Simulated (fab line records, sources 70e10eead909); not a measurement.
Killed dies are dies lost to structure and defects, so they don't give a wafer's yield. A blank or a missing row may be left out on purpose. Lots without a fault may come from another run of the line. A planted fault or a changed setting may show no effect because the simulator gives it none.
Which tool did it? | flow nand_harc | 14 lots, 42 wafers sampled, at 5 steps of a route of 1159

WHAT THE GAUGES READ, wafer by wafer
NHARC_THIN_TSV_CD_MEAS_12: target cd 1000 nm. Usual: cd_nm 1000.4 nm, standard deviation 1.8.
lot  | measured     | on        | cd_nm (nm)           | flag
L467 | day 18 22:55 | cd_sem-02 | 1000.6 998.2 1001.6  |
L466 | day 19 04:26 | cd_sem-03 | 1001.8 1003.3 1000.1 |
L469 | day 19 17:34 | cd_sem-03 | 1000.2 1001.9 1004.0 |
L471 | day 20 01:26 | cd_sem-01 | 998.6 998.1 997.8    |
L472 | day 21 07:13 | cd_sem-01 | 1002.2 1000.9 997.9  |
L474 | day 21 17:06 | cd_sem-01 | 1001.2 1003.3 1001.9 |
L477 | day 22 02:57 | cd_sem-01 | 999.9 1002.2 998.4   |
L479 | day 23 00:47 | cd_sem-02 | 1002.2 1002.3 1002.9 |
L481 | day 23 03:11 | cd_sem-02 | 1002.0 1002.0 1001.5 |
L483 | day 23 08:10 | cd_sem-02 | 1001.9 999.8 1001.0  |
L486 | day 24 10:22 | cd_sem-02 | 999.5 999.4 1001.3   |
L485 | day 24 09:16 | cd_sem-03 | 999.0 999.0 995.7    |
L484 | day 24 11:32 | cd_sem-01 | 999.6 998.1 1000.1   |
L487 | day 24 14:08 | cd_sem-03 | 1001.2 1001.5 1003.0 |

NHARC_END_SORT_01. Usual: killed_at_array 29, standard deviation 11; killed_at_other 0.5, standard deviation 0.8; killed_at_periphery 3.5, standard deviation 2.8; killed_dies 33, standard deviation 12; killed_open 3.1, standard deviation 1.8; killed_short 1.8, standard deviation 1.4.
lot  | measured     | on        | killed_at_array | killed_at_other | killed_at_periphery | killed_dies | killed_open | killed_short | flag
L479 | day 23 22:25 | prober-02 | 91 111 132      | 0 0 0           | 0 1 2               | 91 112 134  | 2 2 2       | 0 0 1        | OFF
L481 | day 24 00:53 | prober-01 | 86 135 93       | 2 0 1           | 5 10 5              | 93 145 99   | 4 5 6       | 1 3 0        | OFF
L484 | day 25 01:31 | prober-02 | 31 46 42        | 2 1 4           | 9 5 7               | 42 52 53    | 2 3 5       | 0 4 3        |

WHICH TOOL RAN EACH LOT (tool, then ch and the chambers of the sampled wafers, then the start)
lot  | NHARC_A_CONTACT_ETCH_113             | NHARC_A_BONDPAD_PVD_27                  | NHARC_A_BONDPAD_ANNEAL_28
L467 | har_cap_etch-02 ch 0,1, day 16 21:46 | pvd_sputter-02, day 18 11:39 or earlier | rtp_anneal-02 ch 0, day 18 11:39
L466 | har_cap_etch-02 ch 0,1, day 17 01:16 | pvd_sputter-01, day 18 15:15 or earlier | rtp_anneal-01 ch 0, day 18 15:15
L469 | har_cap_etch-01 ch 0,1, day 17 14:42 | pvd_sputter-03, day 19 03:04 or earlier | rtp_anneal-01 ch 0, day 19 03:04
L471 | har_cap_etch-03 ch 0,1, day 17 19:46 | pvd_sputter-03, day 19 09:20 or earlier | rtp_anneal-01 ch 0, day 19 09:20
L472 | har_cap_etch-01 ch 0,1, day 18 22:09 | pvd_sputter-02, day 20 17:01 or earlier | rtp_anneal-01 ch 0, day 20 17:01
L474 | har_cap_etch-01 ch 0,1, day 19 07:07 | pvd_sputter-01, day 21 03:19 or earlier | rtp_anneal-01 ch 0, day 21 03:19
L477 | har_cap_etch-01 ch 0,1, day 19 15:40 | pvd_sputter-01, day 21 09:20 or earlier | rtp_anneal-01 ch 0, day 21 09:20
L479 | har_cap_etch-02 ch 0,1, day 20 14:21 | pvd_sputter-01, day 22 06:22 or earlier | rtp_anneal-02 ch 0, day 22 06:22
L481 | har_cap_etch-02 ch 0,1, day 20 20:43 | pvd_sputter-01, day 22 09:29 or earlier | rtp_anneal-01 ch 0, day 22 09:29
L483 | har_cap_etch-01 ch 0,1, day 21 02:47 | pvd_sputter-02, day 22 18:24 or earlier | rtp_anneal-01 ch 0, day 22 18:24
L486 | har_cap_etch-01 ch 0,1, day 21 18:07 | pvd_sputter-01, day 23 11:59 or earlier | rtp_anneal-02 ch 0, day 23 11:59
L485 | har_cap_etch-03 ch 0,1, day 21 22:30 | pvd_sputter-03, day 23 07:49 or earlier | rtp_anneal-01 ch 0, day 23 07:49
L484 | har_cap_etch-01 ch 0,1, day 21 22:40 | pvd_sputter-01, day 23 14:18 or earlier | rtp_anneal-01 ch 0, day 23 14:18
L487 | har_cap_etch-03 ch 0,1, day 22 08:05 | pvd_sputter-02, day 23 19:19 or earlier | rtp_anneal-02 ch 0, day 23 19:19
- NHARC_A_CONTACT_ETCH_113: etches the open film in C4F8/O2/Ar, time 94 s, target depth 922 nm.
- NHARC_A_BONDPAD_PVD_27: deposits Cu, target thk 30 nm, time 20.49 s.
- NHARC_A_BONDPAD_ANNEAL_28: time 90 s.

WHAT THE TOOLS THEMSELVES READ (means of the sampled wafers that have a number; where no wafer has one, the mark that the record gives instead)
NHARC_A_BONDPAD_PVD_27. Usual: throttle_valve_pct 30.0 %, standard deviation 0.86.
lot  | tool           | throttle_valve_pct (%) | flag
L467 | pvd_sputter-02 | 30.4                   |
L466 | pvd_sputter-01 | 30.2                   |
L469 | pvd_sputter-03 | 29.2                   |
L471 | pvd_sputter-03 | 29.8                   |
L472 | pvd_sputter-02 | 30.7                   |
L474 | pvd_sputter-01 | 30.4                   |
L477 | pvd_sputter-01 | 29.3                   |
L479 | pvd_sputter-01 | 30.8                   |
L481 | pvd_sputter-01 | 30.5                   |
L483 | pvd_sputter-02 | 30.8                   |
L486 | pvd_sputter-01 | 30.3                   |
L485 | pvd_sputter-03 | 29.8                   |
L484 | pvd_sputter-01 | 30.3                   |
L487 | pvd_sputter-02 | 30.8                   |

NHARC_A_BONDPAD_ANNEAL_28. Usual: anneal_temp_c 224.97 C, standard deviation 0.15; wafer_temp_C_max 226.4, standard deviation 0.34.
lot  | tool          | anneal_temp_c (C) | wafer_temp_C_max | flag
L467 | rtp_anneal-02 | 224.97            | 226.0            |
L466 | rtp_anneal-01 | 224.96            | 226.4            |
L469 | rtp_anneal-01 | 224.69            | 226.8            |
L471 | rtp_anneal-01 | 224.86            | 226.4            |
L472 | rtp_anneal-01 | 224.91            | 226.6            |
L474 | rtp_anneal-01 | 225.04            | 226.5            |
L477 | rtp_anneal-01 | 224.93            | 226.8            |
L479 | rtp_anneal-02 | 225.07            | 226.2            |
L481 | rtp_anneal-01 | 225.10            | 226.6            |
L483 | rtp_anneal-01 | 225.13            | 226.5            |
L486 | rtp_anneal-02 | 224.99            | 226.2            |
L485 | rtp_anneal-01 | 224.96            | 226.4            |
L484 | rtp_anneal-01 | 224.92            | 226.5            |
L487 | rtp_anneal-02 | 224.93            | 226.6            |

THE ANSWER, worked out from the rows above alone
Rule: a lot is off if the mean of its wafers that have a number lies more than 3 standard deviations from the usual mean. A lot without any number at a reading at which 4 lots or more have one is off too. The other lots that the step has rows for count as sound. The gauges are gone through in route order, then the tools' own readings, and for those a lot's mean is taken as printed above. The first step at which some lot is off is used, and at that step the reading that is off furthest; a lot without a number counts as furthest.
Off: L479, L481, at NHARC_END_SORT_01 (killed_at_array). Neither off nor sound, because the step has no rows for them: L467, L466, L469, L471, L472, L474, L477, L483, L486, L485, L487.
A tool fits if, at a process step before that reading, it ran every lot that is off, and no sound lot after the first of them. The gauges at NHARC_END_SORT_01 are tried like those tools. NHARC_A_BONDPAD_PVD_27 gives no start for some lots, so the hours and the order of its lots are those of NHARC_A_BONDPAD_ANNEAL_28. One fits: har_cap_etch-02 at NHARC_A_CONTACT_ETCH_113. It ran no sound lot before its first lot that is off in this sample, so the start can't be narrowed down.

WHAT THE SIMULATOR HAD PUT IN
Chamber particle source: har_cap_etch-02, from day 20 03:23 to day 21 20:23, at NHARC_A_CONTACT_ETCH_113. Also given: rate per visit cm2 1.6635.
Lots struck among those shown: L479, L481. The rule above found the same.
